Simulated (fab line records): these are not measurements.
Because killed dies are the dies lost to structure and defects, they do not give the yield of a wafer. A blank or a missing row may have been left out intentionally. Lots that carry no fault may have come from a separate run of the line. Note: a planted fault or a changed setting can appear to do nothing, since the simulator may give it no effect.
Matching of chambers || flow n5Finfet || N5_FIN_SAQP_HM_OPEN_73 on rieDiel-05: 4 sister chambers
The step chemistry CHF3/O2, target SiO2, stops on a-Si, target depth 12 nm, time 16.8 s. 18 wafers are shown with their chamber, then 9 later ones without.

== WAFERS PAIRED WITH THEIR CHAMBERS ==
{"wafer": "L074.2", "chamber": 3, "showerheadPlenumPTorr (Torr)": 2.28, "drypumpMotorCurrentA (A)": 5.2, "rfVppV (V)": 517}
{"wafer": "L074.3", "chamber": 1, "showerheadPlenumPTorr (Torr)": 2.36, "drypumpMotorCurrentA (A)": 5.6, "rfVppV (V)": 526}
{"wafer": "L074.6", "chamber": 2, "showerheadPlenumPTorr (Torr)": 2.51, "drypumpMotorCurrentA (A)": 6.5, "rfVppV (V)": 516}
{"wafer": "L078.2", "chamber": 2, "showerheadPlenumPTorr (Torr)": 2.50, "drypumpMotorCurrentA (A)": 6.6, "rfVppV (V)": 515}
{"wafer": "L078.3", "chamber": 3, "showerheadPlenumPTorr (Torr)": 2.28, "drypumpMotorCurrentA (A)": 5.2, "rfVppV (V)": 518}
{"wafer": "L078.6", "chamber": 0, "showerheadPlenumPTorr (Torr)": 2.36, "drypumpMotorCurrentA (A)": 5.8, "rfVppV (V)": 519}
{"wafer": "L079.1", "chamber": 0, "showerheadPlenumPTorr (Torr)": 2.36, "drypumpMotorCurrentA (A)": 5.8, "rfVppV (V)": 519}
{"wafer": "L079.2", "chamber": 3, "showerheadPlenumPTorr (Torr)": 2.28, "drypumpMotorCurrentA (A)": 5.2, "rfVppV (V)": 518}
{"wafer": "L079.5", "chamber": 3, "showerheadPlenumPTorr (Torr)": 2.28, "drypumpMotorCurrentA (A)": 5.2, "rfVppV (V)": 518}
{"wafer": "L080.1", "chamber": 2, "showerheadPlenumPTorr (Torr)": 2.50, "drypumpMotorCurrentA (A)": 6.6, "rfVppV (V)": 517}
{"wafer": "L080.4", "chamber": 0, "showerheadPlenumPTorr (Torr)": 2.36, "drypumpMotorCurrentA (A)": 5.8, "rfVppV (V)": 519}
{"wafer": "L080.5", "chamber": 3, "showerheadPlenumPTorr (Torr)": 2.28, "drypumpMotorCurrentA (A)": 5.2, "rfVppV (V)": 519}
{"wafer": "L082.1", "chamber": 2, "showerheadPlenumPTorr (Torr)": 2.50, "drypumpMotorCurrentA (A)": 6.5, "rfVppV (V)": 515}
{"wafer": "L082.2", "chamber": 0, "showerheadPlenumPTorr (Torr)": 2.36, "drypumpMotorCurrentA (A)": 5.8, "rfVppV (V)": 519}
{"wafer": "L082.4", "chamber": 2, "showerheadPlenumPTorr (Torr)": 2.50, "drypumpMotorCurrentA (A)": 6.6, "rfVppV (V)": 517}
{"wafer": "L083.1", "chamber": 2, "showerheadPlenumPTorr (Torr)": 2.50, "drypumpMotorCurrentA (A)": 6.5, "rfVppV (V)": 517}
{"wafer": "L083.3", "chamber": 1, "showerheadPlenumPTorr (Torr)": 2.36, "drypumpMotorCurrentA (A)": 5.7, "rfVppV (V)": 523}
{"wafer": "L083.5", "chamber": 0, "showerheadPlenumPTorr (Torr)": 2.36, "drypumpMotorCurrentA (A)": 5.8, "rfVppV (V)": 518}

SIGNATURES (means of the wafers above)
{"reading": "showerheadPlenumPTorr", "chamber 0": 2.3600, "chamber 1": 2.3600, "chamber 2": 2.5017, "chamber 3": 2.2800, "scatter within a chamber": 0.00244}
{"reading": "drypumpMotorCurrentA", "chamber 0": 5.800, "chamber 1": 5.650, "chamber 2": 6.550, "chamber 3": 5.200, "scatter within a chamber": 0.0378}
{"reading": "rfVppV", "chamber 0": 518.80, "chamber 1": 524.50, "chamber 2": 516.17, "chamber 3": 518.00, "scatter within a chamber": 0.931}
Rule: a wafer's distance from a chamber is the root of the sum, over the readings, of the square of ((its reading less the chamber's mean) divided by the reading's scatter). The wafer belongs to the nearest chamber; if the next one is less than 2 further off, it can't be placed. The scatter is the square root of a quotient: the sum, over the shown wafers, of each reading's squared deviation from its chamber's mean, divided by wafers minus chambers.

== WAFERS WITH NO CHAMBER GIVEN ==
{"wafer": "L084.3", "showerheadPlenumPTorr (Torr)": 2.50, "drypumpMotorCurrentA (A)": 6.5, "rfVppV (V)": 516}
{"wafer": "L084.4", "showerheadPlenumPTorr (Torr)": 2.50, "drypumpMotorCurrentA (A)": 6.5, "rfVppV (V)": 515}
{"wafer": "L084.6", "showerheadPlenumPTorr (Torr)": 2.36, "drypumpMotorCurrentA (A)": 5.7, "rfVppV (V)": 524}
{"wafer": "L085.3", "showerheadPlenumPTorr (Torr)": 2.57, "drypumpMotorCurrentA (A)": 5.2, "rfVppV (V)": 528}
{"wafer": "L085.5", "showerheadPlenumPTorr (Torr)": 2.36, "drypumpMotorCurrentA (A)": 5.6, "rfVppV (V)": 524}
{"wafer": "L085.6", "showerheadPlenumPTorr (Torr)": 2.57, "drypumpMotorCurrentA (A)": 5.2, "rfVppV (V)": 528}
{"wafer": "L091.3", "showerheadPlenumPTorr (Torr)": 2.56, "drypumpMotorCurrentA (A)": 5.2, "rfVppV (V)": 527}
{"wafer": "L091.5", "showerheadPlenumPTorr (Torr)": 2.36, "drypumpMotorCurrentA (A)": 5.8, "rfVppV (V)": 519}
{"wafer": "L091.6", "showerheadPlenumPTorr (Torr)": 2.35, "drypumpMotorCurrentA (A)": 5.6, "rfVppV (V)": 523}

== WHICH CHAMBER EACH ONE RAN IN ==
{"wafer": "L084.3", "from the rows above": 2, "in truth": 2}
{"wafer": "L084.4", "from the rows above": 2, "in truth": 2}
{"wafer": "L084.6", "from the rows above": 1, "in truth": 1}
{"wafer": "L085.3", "from the rows above": 2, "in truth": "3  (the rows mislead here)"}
{"wafer": "L085.5", "from the rows above": 1, "in truth": 1}
{"wafer": "L085.6", "from the rows above": 2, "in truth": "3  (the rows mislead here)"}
{"wafer": "L091.3", "from the rows above": 2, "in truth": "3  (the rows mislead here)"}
{"wafer": "L091.5", "from the rows above": 0, "in truth": 0}
{"wafer": "L091.6", "from the rows above": 1, "in truth": 1}
6 of 9 placed correctly. Can't be placed from these rows: 0. Placed wrongly: 3.
